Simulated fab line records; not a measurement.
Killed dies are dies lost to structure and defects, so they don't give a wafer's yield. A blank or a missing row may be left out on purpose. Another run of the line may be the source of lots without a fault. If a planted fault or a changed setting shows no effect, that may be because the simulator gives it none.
fab line records | flow n5_finfet
[record] lots = 5 wafers = 15 last_day = 18
route steps=1938 shown MOL_CONTACT_COAG@569 BEOL_M4@1111 PASSIVATION@1936
lots that met no fault: from a run of the same line without faults
start_h: hours from the record's opening day to when the first of the lot's shown wafers began | wait_h: how many hours have passed since the lot's step before this one | " repeats the value in the row above | L1.1+2: several wafers, shown together as one row | - no value, or no start was given | * or withheld: withheld | < > ~ a bound
route shown NAME@n: a module of which the file shows steps, and the number in the route of the first | usual: average and standard deviation across the fault-free wafers | same: alike in all rows | chamber/n: place in a boat | sites: per-site readings | _std_site: the standard deviation of these | _edge_site: inner sites' mean taken away from outer sites' mean | radius_mm: for every site, how far away it sits from the centre of the wafer | mask NAME#n: copy n | behind: the tool/chamber that last shaped the wafer | hold: why the lot went on hold/how many hours it stayed there/how the hold came to an end | device: whichever transistor did not switch (one of n, p or np) | end of line: the same wafers' tests at the end of the route | where a step has no rows: the recipe by itself | killed: at the first sort, the dies lost to defects and structure; wafer yield is something else | map: the dies of a wafer, with x for killed, . for not killed, _ for no die there
set.NAME: the setting the step ran with; set.NAME@STEP: the setting that earlier step ran with | model.NAME: the simulator's own value behind a step, which no gauge read
lots at selected steps of the route; one table per step, one row per wafer
services: the hour from which a tool's chamber was out of use, counted from the record's first day as start_h (under 0 if before that day), plus the number of hours and why
[[steps]]
[step N5_MOL_CONTACT_COAG_SOFTBAKE_79]
[recipe] temp_c = 110 time_s = 60 resist = CAR-EUV
[step N5_MOL_CONTACT_COAG_EXPOSE_81]
[recipe] mask_id = VG na = 0.33 source_shape = annular sigma_inner = 0.3 sigma_outer = 0.7 polarization = unpolarized defocus_nm = 0 dose_mj = 59.5
[step N5_MOL_CONTACT_COAG_PEB_82]
[recipe] peb_temp_c = 100 peb_time_s = 60 resist = CAR-EUV
[step N5_MOL_CONTACT_COAG_DEVELOP_83]
[recipe] develop_time_s = 30 developer = TMAH resist = CAR-EUV rinse_liquid = surfactant_rinse dry = air_spin dev_temp_c = 23
[step N5_MOL_CONTACT_COAG_CD_MEAS_84]
[recipe] target_cd_nm = 25.1 landing_energy_ev = 500 detector = se_inlens polarity = opening
[usual] cd_nm = 25.04/0.23
[same] landing_energy_ev = 500
// columns lot.wafer tool chamber start_h wait_h cd_nm
L744.3 cd_sem-02 0 123.24 - 24.86
L744.5 " 0 " " 25.04
L744.6 " 0 " " 24.63
L749.1 cd_sem-03 0 151.14 - 25.06
L749.2 " 0 " " 25.13
L749.4 " 0 " " 24.60
L756.2 cd_sem-01 0 193.78 - 24.56
L756.3 " 0 " " 24.64
L756.6 " 0 " " 24.89
L761.2 cd_sem-02 0 228.85 - 24.74
L761.3 " 0 " " 24.65
L761.4 " 0 " " 24.72
L763.1 cd_sem-03 0 237.81 - 24.92
L763.2 " 0 " " 24.88
L763.5 " 0 " " 24.78
[step N5_MOL_CONTACT_COAG_OVL_MEAS_85]
[recipe] points_per_wafer = 522
[usual] VG_OVL = 0.1/0.67
// columns lot.wafer tool chamber start_h wait_h VG_OVL[nm]
L744.3 overlay-01 0 123.28 0.0 0.9
L744.5 " 0 " " 1.4
L744.6 " 0 " " 0.2
L749.1 overlay-02 0 151.17 0.0 -0.6
L749.2 " 0 " " -1.7
L749.4 " 0 " " 0.2
L756.2 overlay-01 0 193.81 0.0 0.1
L756.3 " 0 " " 0.2
L756.6 " 0 " " 0.0
L761.2 overlay-02 0 228.88 0.0 0.4
L761.3 " 0 " " -0.9
L761.4 " 0 " " 0.7
L763.1 overlay-01 0 237.84 0.0 0.2
L763.2 " 0 " " 0.6
L763.5 " 0 " " 0.1
[step N5_MOL_CONTACT_COAG_INSPECT_57]
[recipe] mode = adi inspect_instrument = brightfield
[usual] raw_defect_count = 201/54
// columns lot.wafer tool chamber start_h wait_h raw_defect_count
L744.3 defect_inspect-01 - 123.33 0.0 180
L744.5 " - " " 260
L744.6 " - " " 245
L749.1 defect_inspect-02 - 151.23 0.1 148
L749.2 " - " " 185
L749.4 " - " " 128
L756.2 defect_inspect-02 - 193.87 0.0 284
L756.3 " - " " 211
L756.6 " - " " 273
L761.2 defect_inspect-02 - 228.94 0.0 315
L761.3 " - " " 158
L761.4 " - " " 174
L763.1 defect_inspect-01 - 237.89 0.1 236
L763.2 " - " " 220
L763.5 " - " " 202
[step N5_MOL_CONTACT_COAG_DESCUM_88]
[recipe] chemistry = O2 time_s = 7 source_power_w = 50 bias_power_w = 20 pressure_mtorr = 20 rf_frequency_hz = 2.712e+07 temp_c = 40 resist = CAR-EUV o2_flow_sccm = 225
[usual] bias_power_w = 20.00/0.069 drypump_motor_current_A = 5.6/0.51 oes_product_au = 0.76/0.092 rf_vpp_V = 243.2/1.4 showerhead_plenum_p_Torr = 2.10/0.08 throttle_valve_pct = 20.40/0.27
// columns lot.wafer tool chamber start_h wait_h bias_power_w drypump_motor_current_A oes_product_au rf_hours_counter_h rf_vpp_V showerhead_plenum_p_Torr throttle_valve_pct
L744.3 rie_diel-01 1 123.36 0.0 20.03 5.9 0.74 158 244.5 2.18 20.51
L744.5 " 3 " " 19.98 5.8 0.66 - 241.8 2.08 20.59
L744.6 " 0 " " 20.01 6.0 0.71 - 244.0 2.20 20.66
L749.1 rie_diel-03 3 151.26 0.0 19.94 6.5 0.75 120 242.3 2.01 20.64
L749.2 " 0 " " 19.91 5.2 0.93 3 244.5 2.22 20.04
L749.4 " 1 " " 19.99 5.4 0.88 17 239.5 2.06 19.94
L756.2 rie_diel-01 2 194.40 0.5 20.03 5.6 0.91 21 246.2 2.24 20.14
L756.3 " 3 " " 20.00 5.7 0.90 12 242.5 2.08 20.15
L756.6 " 0 " " 20.02 6.0 0.68 - 244.1 2.19 20.70
L761.2 rie_diel-05 1 228.97 0.0 19.99 5.4 0.69 200 242.7 2.08 20.70
L761.3 " 1 " " 19.95 5.4 0.70 - 243.0 2.08 20.70
L761.4 " 2 " " 20.02 6.3 0.69 - 241.0 1.98 20.71
L763.1 rie_diel-05 1 237.96 0.1 20.05 5.4 0.69 204 243.1 2.08 20.69
L763.2 " 3 " " 20.08 4.8 0.69 209 244.6 2.16 20.41
L763.5 " 2 " " 20.11 6.2 0.69 - 242.2 1.98 20.72
[step N5_MOL_CONTACT_COAG_ETCH_89]
[recipe] chemistry = N2/H2 target = underlayer target_depth_a = 130 mask_material = CAR-EUV time_s = 10.4 ion_energy_ev = 200 pressure_mtorr = 30 source_w = 840 bias_w = 150 n2_flow_sccm = 200 h2_flow_sccm = 200 ends = cleared
[usual] drypump_motor_current_A = 5.6/0.51 etch_rf_on_time_s = 10.5/0.35 n2_flow_sccm = 199.9/0.57 oes_product_au = 0.66/0.081 rf_vpp_V = 523.9/2.7 showerhead_plenum_p_Torr = 2.54/0.091 throttle_valve_pct = 17.8/0.32
// columns lot.wafer tool chamber start_h wait_h drypump_motor_current_A etch_rf_on_time_s n2_flow_sccm oes_product_au rf_hours_counter_h rf_vpp_V showerhead_plenum_p_Torr throttle_valve_pct
L744.3 rie_diel-01 1 123.40 0.0 5.9 10.3 200.0 0.63 158 525.6 2.63 17.9
L744.5 " 3 " " 5.7 11.0 199.6 0.55 - 522.0 2.50 17.9
L744.6 " 0 " " 6.0 10.6 200.7 0.60 - 525.6 2.64 17.9
L749.1 rie_diel-03 3 151.30 0.0 6.5 10.3 198.6 0.66 120 522.3 2.45 18.2
L749.2 " 0 " " 5.2 10.7 200.8 0.80 3 528.8 2.70 17.5
L749.4 " 1 " " 5.4 10.0 199.9 0.78 17 522.9 2.47 17.2
L756.2 rie_diel-01 2 194.44 0.0 5.5 10.0 200.5 0.79 21 527.8 2.70 17.3
L756.3 " 3 " " 5.7 11.0 200.4 0.75 12 520.5 2.49 17.4
L756.6 " 0 " " 6.0 10.6 199.5 0.59 - 526.0 2.63 18.0
L761.2 rie_diel-05 1 229.02 0.0 5.4 11.0 199.6 0.59 200 522.9 2.50 17.8
L761.3 " 1 " " 5.4 11.0 200.5 0.59 - 525.1 2.50 17.8
L761.4 " 2 " " 6.3 10.4 199.4 0.59 - 520.4 2.43 18.2
L763.1 rie_diel-05 1 237.99 0.0 5.4 11.0 198.7 0.58 204 524.0 2.50 17.8
L763.2 " 3 " " 4.8 10.3 200.9 0.61 209 526.6 2.63 17.9
L763.5 " 2 " " 6.2 10.5 199.9 0.58 - 518.3 2.42 18.3
[step N5_MOL_CONTACT_COAG_ETCH_90]
[recipe] chemistry = CF4 target = SiARC target_depth_a = 130 mask_material = CAR-EUV time_s = 21.7 ion_energy_ev = 80 pressure_mtorr = 40 source_w = 545 bias_w = 36 Ar_flow_sccm = 100 cf4_flow_sccm = 100 ends = cleared
[step N5_MOL_CONTACT_COAG_ALD_131]
[recipe] material = SiO2 target_thk_a = 50 temp_c = 100 ald_precursor_family = BDEAS ald_co_reactant = O2-plasma pulse_time_s = 1 co_reactant_pulse_time_s = 1 purge_time_s = 2 co_reactant_purge_time_s = 2 ald_cycles = 35 pressure_torr = 2
[step N5_MOL_CONTACT_COAG_ETCHBACK_132]
[recipe] chemistry = CHF3 target = SiO2 target_depth_a = 100 time_s = 6.7 ion_energy_ev = 200 pressure_mtorr = 30 source_w = 610 bias_w = 170 Ar_flow_sccm = 200 CHF3_flow_sccm = 50
[step N5_MOL_CONTACT_COAG_ETCH_91]
[recipe] chemistry = N2/H2 target = SOC target_depth_a = 600 overetch_a = 210 mask_material = SiARC temp_c = 40 time_s = 101.2 ion_energy_ev = 200 pressure_mtorr = 30 source_w = 840 bias_w = 150 n2_flow_sccm = 200 h2_flow_sccm = 200
[usual] drypump_motor_current_A = 5.6/0.5 n2_flow_sccm = 200.1/0.62 oes_product_au = 0.64/0.069 rf_vpp_V = 524.0/2.5 showerhead_plenum_p_Torr = 2.54/0.089 throttle_valve_pct = 17.7/0.32
// columns lot.wafer tool chamber start_h wait_h drypump_motor_current_A n2_flow_sccm oes_product_au rf_hours_counter_h rf_vpp_V showerhead_plenum_p_Torr throttle_valve_pct model.SiARC_of_MOL_CONTACT_COAG_COAT_76.thk_nm
L744.3 rie_diel-03 3 123.72 0.0 6.5 199.8 0.65 108 521.9 2.46 18.1 5.8
L744.5 " 3 " " 6.5 200.2 0.65 - 521.1 2.46 18.1 5.8
L744.6 " 2 " " 4.8 200.2 0.57 - 523.8 2.52 17.9 6
L749.1 rie_diel-01 1 151.74 0.0 5.9 199.6 0.61 171 526.4 2.63 17.9 5.6
L749.2 " 0 " " 6.0 200.5 0.59 200 526.6 2.63 17.9 5.8
L749.4 " 0 " " 6.0 199.7 0.59 - 527.3 2.63 17.9 5.8
L756.2 rie_diel-03 0 194.76 0.0 5.2 199.9 0.74 19 527.9 2.69 17.5 6
L756.3 " 3 " " 6.5 200.3 0.63 136 522.0 2.44 18.1 5.8
L756.6 " 3 " " 6.4 200.6 0.63 - 520.7 2.44 18.1 4
L761.2 rie_diel-05 2 229.61 0.0 6.2 200.0 0.59 213 520.4 2.43 18.2 5.8
L761.3 " 1 " " 5.4 200.0 0.60 - 523.9 2.50 17.8 6.2
L761.4 " 2 " " 6.2 199.5 0.57 - 520.1 2.43 18.2 5.8
L763.1 rie_diel-01 0 238.31 0.0 6.0 200.4 0.58 232 526.2 2.62 18.0 6
L763.2 " 3 " " 5.7 200.1 0.74 27 521.9 2.48 17.4 6
L763.5 " 0 " " 6.0 200.5 0.58 - 525.0 2.62 18.0 5.8
[step N5_MOL_CONTACT_COAG_STRIP_92]
[recipe] chemistry = N2/H2 temp_c = 40 n2_flow_sccm = 200 h2_flow_sccm = 200 rf_frequency_hz = 6e+07
[step N5_MOL_CONTACT_COAG_STRIP_93]
[recipe] chemistry = N2/H2 temp_c = 40 n2_flow_sccm = 200 h2_flow_sccm = 200 rf_frequency_hz = 6e+07
[step N5_MOL_CONTACT_COAG_ETCHBACK_135]
[recipe] chemistry = CHF3 target = SiO2 target_depth_a = 250 time_s = 16.7 ion_energy_ev = 200 pressure_mtorr = 30 source_w = 610 bias_w = 170 Ar_flow_sccm = 200 CHF3_flow_sccm = 50
[usual] drypump_motor_current_A = 5.6/0.5 oes_product_au = 0.76/0.087 rf_vpp_V = 519/12 showerhead_plenum_p_Torr = 2.38/0.084 throttle_valve_pct = 18.67/0.24
// columns lot.wafer tool chamber start_h wait_h drypump_motor_current_A oes_product_au rf_hours_counter_h rf_vpp_V showerhead_plenum_p_Torr throttle_valve_pct
L744.3 rie_diel-03 3 123.81 0.0 6.4 0.78 108 516 2.29 18.89
L744.5 " 3 " " 6.4 0.77 - 515 2.29 18.89
L744.6 " 2 " " 4.7 0.69 - 514 2.34 18.69
L749.1 rie_diel-01 1 151.83 0.0 5.9 0.71 171 541 2.45 18.75
L749.2 " 0 " " 6.0 0.69 200 537 2.44 18.71
L749.4 " 0 " " 6.0 0.70 - 537 2.44 18.72
L756.2 rie_diel-03 0 194.85 0.0 5.2 0.88 19 528 2.56 18.59
L756.3 " 3 " " 6.4 0.76 136 517 2.28 18.93
L756.6 " 3 " " 6.5 0.75 - 517 2.28 18.91
L761.2 rie_diel-05 2 229.75 0.0 6.2 0.68 213 502 2.27 19.03
L761.3 " 1 " " 5.4 0.69 - 511 2.35 18.89
L761.4 " 2 " " 6.2 0.69 - 503 2.27 19.03
L763.1 rie_diel-01 0 238.40 0.0 6.0 0.67 232 535 2.43 18.75
L763.2 " 3 " " 5.7 0.87 27 529 2.32 18.33
L763.5 " 0 " " 6.0 0.67 - 537 2.43 18.75
[step N5_MOL_CONTACT_COAG_STRIP_118]
[recipe] chemistry = CHF3 resist = SiARC rf_frequency_hz = 6e+07
[step N5_MOL_CONTACT_COAG_VIA_ETCH_46]
[recipe] chemistry = C4F6/O2 target_depth_a = 460 overetch_a = 92 mask_material = SOC target = SiO2 bias_w = 455 pressure_mtorr = 10 time_s = 40 source_w = 325 Ar_flow_sccm = 300 C4F6_flow_sccm = 10 O2_flow_sccm = 10 ion_energy_ev = 575.3 ends = end_point
[usual] drypump_motor_current_A = 5.6/0.5 oes_product_au = 0.68/0.073 rf_vpp_V = 1574/33 showerhead_plenum_p_Torr = 2.84/0.1 throttle_valve_pct = 40.8/0.72
// columns lot.wafer tool chamber start_h wait_h drypump_motor_current_A oes_product_au rf_hours_counter_h rf_vpp_V showerhead_plenum_p_Torr throttle_valve_pct
L744.3 rie_diel-03 3 123.84 0.0 6.4 0.69 108 1564 2.73 41.3
L744.5 " 3 " " 6.4 0.69 - 1565 2.73 41.3
L744.6 " 2 " " 4.7 0.64 - 1561 2.79 40.9
L749.1 rie_diel-01 1 151.86 0.0 5.9 0.64 171 1630 2.92 40.4
L749.2 " 0 " " 6.0 0.63 200 1619 2.91 40.4
L749.4 " 0 " " 6.0 0.62 - 1620 2.91 40.4
L756.2 rie_diel-03 0 194.88 0.0 5.2 0.80 19 1600 3.06 42.0
L756.3 " 3 " " 6.4 0.66 137 1563 2.72 41.4
L756.6 " 3 " " 6.4 0.67 - 1564 2.72 41.4
L761.2 rie_diel-05 2 229.80 0.0 6.2 0.62 213 1526 2.72 42.2
L761.3 " 1 " " 5.4 0.65 - 1548 2.79 40.9
L761.4 " 2 " " 6.2 0.63 - 1525 2.72 42.2
L763.1 rie_diel-01 0 238.43 0.0 6.0 0.59 232 1617 2.90 40.4
L763.2 " 3 " " 5.7 0.77 27 1604 2.77 39.8
L763.5 " 0 " " 6.0 0.60 - 1618 2.90 40.4
[step N5_MOL_CONTACT_COAG_STRIP_96]
[recipe] chemistry = N2/H2 power_w = 500 temp_c = 40 pressure_mtorr = 50 rf_frequency_hz = 6e+07 overash_fraction = 0.3 bias_power_w = 28 h2_frac = 0.5 n2_flow_sccm = 300 h2_flow_sccm = 300
[step N5_MOL_CONTACT_COAG_ETCH_47]
[recipe] chemistry = CH3F/O2 target = SiNx target_depth_a = 270 mask_material = SiO2 stop_on = W over_etch_frac = 0.2 ion_energy_ev = 120 endpoint = OES-CN pressure_mtorr = 30 source_w = 395 bias_w = 73 Ar_flow_sccm = 150 CH3F_flow_sccm = 30 O2_flow_sccm = 20 ends = end_point
[step N5_MOL_CONTACT_COAG_STRIP_119]
[recipe] chemistry = N2/H2 time_s = 30 power_w = 1000 temp_c = 250 pressure_mtorr = withheld n2_flow_sccm = 1750 h2_flow_sccm = 3250
[usual] drypump_motor_current_A = 5.87/0.16 heater_power_w = 349/52 n2_flow_sccm = 1750/5.2
// columns lot.wafer tool chamber start_h wait_h drypump_motor_current_A heater_power_w n2_flow_sccm rf_hours_counter_h
L744.3 plasma_asher-01 0 124.06 0.1 6.01 404 1757 -
L744.5 " 1 " " 5.95 282 1754 -
L744.6 " 0 " " 5.99 396 1754 -
L749.1 plasma_asher-01 0 152.05 0.1 6.01 408 1757 51
L749.2 " 1 " " 5.94 283 1749 51
L749.4 " 0 " " 6.02 396 1758 -
L756.2 plasma_asher-02 0 195.07 0.1 5.60 305 1751 111
L756.3 " 1 " " 5.96 402 1745 -
L756.6 " 1 " " 5.97 387 1745 -
L761.2 plasma_asher-02 1 230.07 0.1 5.96 391 1752 117
L761.3 " 0 " " 5.62 314 1752 -
L761.4 " 1 " " 5.94 395 1759 -
L763.1 plasma_asher-01 0 238.62 0.1 6.02 410 1750 69
L763.2 " 1 " " 5.95 275 1746 69
L763.5 " 1 " " 5.93 287 1742 -
[step N5_MOL_CONTACT_COAG_PRECLEAN_144]
[recipe] chemistry = alkaline_clean temp_c = 60 time_s = 60 do_ppb = 50
[step N5_MOL_CONTACT_COAG_SRD_145]
[recipe] dry = ipa_marangoni time_s = 30 temp_c = 23 rinse_liquid = diw
[step N5_MOL_CONTACT_COAG_CD_MEAS_137]
[recipe] target_cd_nm = 16
[usual] cd_nm = 16.0/0.41
// columns lot.wafer tool chamber start_h wait_h cd_nm
L744.3 cd_sem-03 - 124.19 0.0 16.9
L744.5 " - " " 16.7
L744.6 " - " " 15.4
L749.1 cd_sem-03 - 152.19 0.0 15.7
L749.2 " - " " 16.3
L749.4 " - " " 15.5
L756.2 cd_sem-03 - 195.22 0.0 15.6
L756.3 " - " " 16.1
L756.6 " - " " 17.3
L761.2 cd_sem-02 - 230.22 0.0 15.5
L761.3 " - " " 15.6
L761.4 " - " " 15.9
L763.1 cd_sem-02 - 238.77 0.0 16.3
L763.2 " - " " 16.4
L763.5 " - " " 16.3
[step N5_MOL_CONTACT_COAG_COAT_62]
[recipe] resist = SOC temp_c = 250 time_s = 60 spin_rpm = 1500 resist_thk_nm = 60
[step N5_BEOL_M4_RC_MEAS_101]
[usual] DIBL_N = 37.0/2.3 DIBL_P = 37.3/2.8 IOFF_N = 0.17/0.046 IOFF_P = 0.23/0.054 ION_N = 675/14 ION_P = 460/9.3 SS_N = 71.7/0.73 SS_P = 73.6/0.95 VT_N = 249/3.9 VT_P = -250/3.9
// columns lot.wafer tool chamber start_h wait_h DIBL_N[mV/V] DIBL_P[mV/V] IOFF_N[nA/um] IOFF_P[nA/um] ION_N[uA/um] ION_P[uA/um] SS_N[mV/dec] SS_P[mV/dec] VT_N[mV] VT_P[mV]
L744.3 prober-01 0 194.21 0.3 33.4 34.9 0.12 0.19 671 471 70.7 72.2 251 -251
L744.5 " 0 " " 36.8 38.8 0.16 0.25 681 471 71.7 73.7 254 -249
L744.6 " 0 " " 38.5 39.1 0.18 0.26 674 462 71.8 73.7 248 -249
L749.1 prober-02 0 222.25 0.0 41.1 40.8 0.26 0.35 680 466 73.5 75.3 245 -241
L749.2 " 0 " " 36.6 36.5 0.16 0.24 683 471 71.4 73.0 250 -247
L749.4 " 0 " " 34.0 33.0 0.12 0.19 646 451 71.2 71.9 252 -250
L756.2 prober-01 0 285.61 0.2 40.2 41.3 0.24 0.26 686 463 73.7 74.5 244 -249
L756.3 " 0 " " 33.0 33.5 0.11 0.15 662 449 71.2 71.2 254 -256
L756.6 " 0 " " 35.6 37.4 0.15 0.20 683 464 71.9 72.9 251 -250
L761.2 prober-01 0 308.62 0.2 39.6 37.7 0.20 0.23 664 454 72.1 73.7 244 -255
L761.3 " 0 " " 37.4 36.2 0.14 0.21 645 443 72.1 73.6 253 -253
L761.4 " 0 " " 37.9 36.0 0.15 0.19 664 451 71.7 73.2 255 -253
L763.1 prober-01 0 317.82 0.0 38.0 41.1 0.18 0.23 674 454 72.3 74.7 250 -254
L763.2 " 0 " " 38.0 40.4 0.19 0.21 681 459 72.0 73.8 250 -251
L763.5 " 0 " " 37.7 39.3 0.19 0.20 666 449 72.0 74.9 249 -256
[step N5_PASSIVATION_PROBE_49]
[usual] defect_limited_yield = 91.5/1.3 killed_at_M0_to_M3 = 36/10 killed_at_M4_up = 13/4.7 killed_at_contacts = 13/6.7 killed_at_front_end = 37/9.7 killed_at_other = 2.6/2.3 killed_dies = 101/15 killed_open = 67/12 killed_short = 32/6.7 sort_bin_5_function = 5.0/0.89 sort_bin_6_memory = 3.2/0.63 sort_bin_8_speed = 0.01/0.03 sort_n_pass = 1079/16 sort_yield_pct = 91.4/1.4
[same] gross_dies = 1180 killed_at_back_side = 0 sort_bin_4_leakage[%] = 0
// columns lot.wafer tool chamber start_h wait_h defect_limited_yield[%] killed_at_M0_to_M3 killed_at_M4_up killed_at_contacts killed_at_front_end killed_at_other killed_dies killed_open killed_short sort_bin_5_function[%] sort_bin_6_memory[%] sort_bin_8_speed[%] sort_n_pass sort_yield_pct[%]
L744.3 prober-01 - 313.08 0.1 91.4 38 8 12 43 0 101 72 27 5.3 3.2 0 1079 91.4
L744.5 prober-01 - 313.18 0.2 93.1 39 9 9 24 0 81 54 25 4.5 2.3 0 1099 93.1
L744.6 prober-01 - 313.23 0.3 90.9 36 10 28 32 1 107 79 23 5.4 3.1 0 1073 90.9
L756.2 prober-01 - 398.66 0.1 92.2 35 10 12 32 3 92 56 30 3.7 3.4 0 1088 92.2
L756.3 prober-01 - 398.71 0.1 90.3 60 21 4 27 3 115 74 40 5.7 3.6 0 1065 90.3
L756.6 prober-01 - 398.86 0.3 93.1 45 10 5 20 1 81 51 28 3.8 2.8 0 1099 93.1
L761.2 prober-02 - 415.86 0.1 92.5 26 10 9 40 3 88 54 29 4.7 2.5 0 1092 92.5
L761.3 prober-02 - 415.91 0.1 90.2 29 9 25 50 3 116 63 43 4.9 3.8 0 1064 90.2
L761.4 prober-02 - 415.96 0.2 89.1 34 21 20 52 2 129 88 39 6.4 4.2 0 1051 89.1
L763.1 prober-02 - 437.77 0.9 90.3 53 17 11 32 1 114 80 34 5.7 3.6 0 1066 90.3
L763.2 prober-02 - 437.82 1.0 90.2 61 7 11 35 2 116 86 28 5.3 4.5 0 1064 90.2
L763.5 prober-02 - 437.97 1.1 89.4 50 19 21 34 1 125 84 40 6.6 3.4 0 1055 89.4
// killed by level:class
L744.3 STI_FIN_REVEAL:geometric_particle:open=13 MOL_CONTACT_COAG:geometric_particle:open=11 BEOL_M3:geometric_particle:open=9 GATE_CUT:geometric_particle:open=7 BEOL_M0_SAQP:geometric_particle:short=7 GATE_CUT:geometric_particle:short=6 BEOL_M2:geometric_particle:open=6 BEOL_M0_SAQP:geometric_particle:open=5
L744.5 BEOL_M2:geometric_particle:open=8 STI_FIN_REVEAL:geometric_particle:open=8 BEOL_M0_SAQP:geometric_particle:short=8 MOL_CONTACT_COAG:geometric_particle:open=7 BEOL_M3:geometric_particle:open=7 BEOL_M0_SAQP:geometric_particle:open=6 FIN_SAQP:geometric_particle:open=4 BEOL_M1:geometric_particle:open=4
L744.6 MOL_CONTACT_COAG:geometric_particle:open=24 BEOL_M2:geometric_particle:open=10 BEOL_M3:geometric_particle:open=10 BEOL_M1:geometric_particle:open=8 STI_FIN_REVEAL:geometric_particle:open=7 HKMG_FIN:area_etch=5 STI_FIN_REVEAL:geometric_particle:short=4 GATE_CUT:geometric_particle:short=4
L756.2 BEOL_M0_SAQP:geometric_particle:short=13 MOL_CONTACT_COAG:geometric_particle:open=11 BEOL_M0_SAQP:geometric_particle:open=9 FIN_SAQP:geometric_particle:short=7 FIN_SAQP:geometric_particle:open=6 STI_FIN_REVEAL:geometric_particle:open=5 HKMG_FIN:area_etch=5 BEOL_M1:geometric_particle:open=4
L756.3 BEOL_M0_SAQP:geometric_particle:open=19 BEOL_M0_SAQP:geometric_particle:short=17 BEOL_M2:geometric_particle:open=13 BEOL_M4:geometric_particle:open=9 STARTING-WAFER:geometric_particle:short=7 GATE_CUT:geometric_particle:open=6 GATE_CUT:geometric_particle:short=5 MOL_CONTACT_COAG:geometric_particle:open=4
L756.6 BEOL_M0_SAQP:geometric_particle:short=16 BEOL_M0_SAQP:geometric_particle:open=13 BEOL_M2:geometric_particle:open=8 FIN_SAQP:geometric_particle:open=5 BEOL_M3:geometric_particle:open=5 STI_FIN_REVEAL:geometric_particle:open=3 MOL_CONTACT_COAG:geometric_particle:open=3 BEOL_M4:geometric_particle:open=3
L761.2 FIN_SAQP:geometric_particle:open=8 MOL_CONTACT_COAG:geometric_particle:open=7 BEOL_M1:geometric_particle:open=6 STI_FIN_REVEAL:geometric_particle:open=5 GATE_CUT:geometric_particle:short=5 FIN_SAQP:geometric_particle:short=4 BEOL_M3:geometric_particle:open=4 BEOL_M4:geometric_particle:open=4
L761.3 MOL_CONTACT_COAG:geometric_particle:open=20 STI_FIN_REVEAL:geometric_particle:open=12 HKMG_FIN:area_etch=9 BEOL_M2:geometric_particle:open=8 FIN_SAQP:geometric_particle:short=6 BEOL_M1:geometric_particle:short=6 GATE_CUT:geometric_particle:short=5 MOL_CONTACT_COAG:geometric_particle:short=5
L761.4 STI_FIN_REVEAL:geometric_particle:open=20 MOL_CONTACT_COAG:geometric_particle:open=15 FIN_SAQP:geometric_particle:short=11 BEOL_M2:geometric_particle:open=8 FIN_SAQP:geometric_particle:open=5 MOL_CONTACT_COAG:geometric_particle:short=5 BEOL_M0_SAQP:geometric_particle:short=5 BEOL_M1:geometric_particle:open=5
L763.1 BEOL_M3:geometric_particle:open=11 MOL_CONTACT_COAG:geometric_particle:open=9 BEOL_M1:geometric_particle:open=8 BEOL_M2:geometric_particle:open=8 BEOL_M0_SAQP:geometric_particle:open=7 BEOL_M1:geometric_particle:short=6 STARTING-WAFER:geometric_particle:open=6 FIN_SAQP:geometric_particle:open=5
L763.2 BEOL_M0_SAQP:geometric_particle:open=17 BEOL_M2:geometric_particle:open=16 STI_FIN_REVEAL:geometric_particle:open=12 MOL_CONTACT_COAG:geometric_particle:open=10 BEOL_M3:geometric_particle:open=10 BEOL_M0_SAQP:geometric_particle:short=9 FIN_SAQP:geometric_particle:open=4 FIN_SAQP:geometric_particle:short=4
L763.5 MOL_CONTACT_COAG:geometric_particle:open=17 FIN_SAQP:geometric_particle:open=12 BEOL_M0_SAQP:geometric_particle:open=11 BEOL_M0_SAQP:geometric_particle:short=11 BEOL_M1:geometric_particle:open=7 BEOL_M2:geometric_particle:open=6 BEOL_M3:geometric_particle:open=6 FIN_SAQP:geometric_particle:short=5
[[services]]
// columns tool chamber start_h hours kind
rie_diel-01 2 119.57 - clean
rie_diel-01 2 119.57 - consumable_replace:focus_ring
rie_diel-01 2 119.57 - consumable_replace:showerhead
rie_diel-01 2 119.57 18.6 scheduled_down
rie_diel-01 2 119.57 18.6 vent_cycle
rie_diel-03 0 123.05 - clean
rie_diel-03 0 123.05 - consumable_replace:focus_ring
rie_diel-03 0 123.05 - consumable_replace:showerhead
rie_diel-03 0 123.05 20.3 scheduled_down
rie_diel-03 0 123.05 20.3 vent_cycle
rie_diel-01 3 138.40 - clean
rie_diel-01 3 138.40 - consumable_replace:focus_ring
rie_diel-01 3 138.40 15.9 scheduled_down
rie_diel-01 3 138.40 15.9 vent_cycle
rie_diel-03 2 183.21 - clean
rie_diel-03 2 183.21 - consumable_replace:focus_ring
rie_diel-03 2 183.21 17.9 scheduled_down
rie_diel-03 2 183.21 17.9 vent_cycle
rie_diel-05 3 226.98 4.9 repair
rie_diel-01 2 234.02 5.6 repair
[[key]]
[first_sign] step = N5_MOL_CONTACT_COAG_CD_MEAS_137 reading = cd_nm direction = up sigmas = 3.2 usual = 16.0 struck = 17.3
effect none on later readings
[model_effect] step = N5_MOL_CONTACT_COAG_ETCH_91 value = SiARC_of_MOL_CONTACT_COAG_COAT_76.thk_nm without = 5.8 struck = 4
met_at N5_MOL_CONTACT_COAG_ETCH_91
struck_wafers L756.6
onset_between 123.72 194.76
[fault] kind = process_parameter_drift tool = rie_diel-03 chamber = - onset_h = 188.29 steps = N5_MOL_CONTACT_COAG_ETCH_91 channel = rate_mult offset = 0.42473 shape = step end_h = 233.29 scope = struck_wafers_only
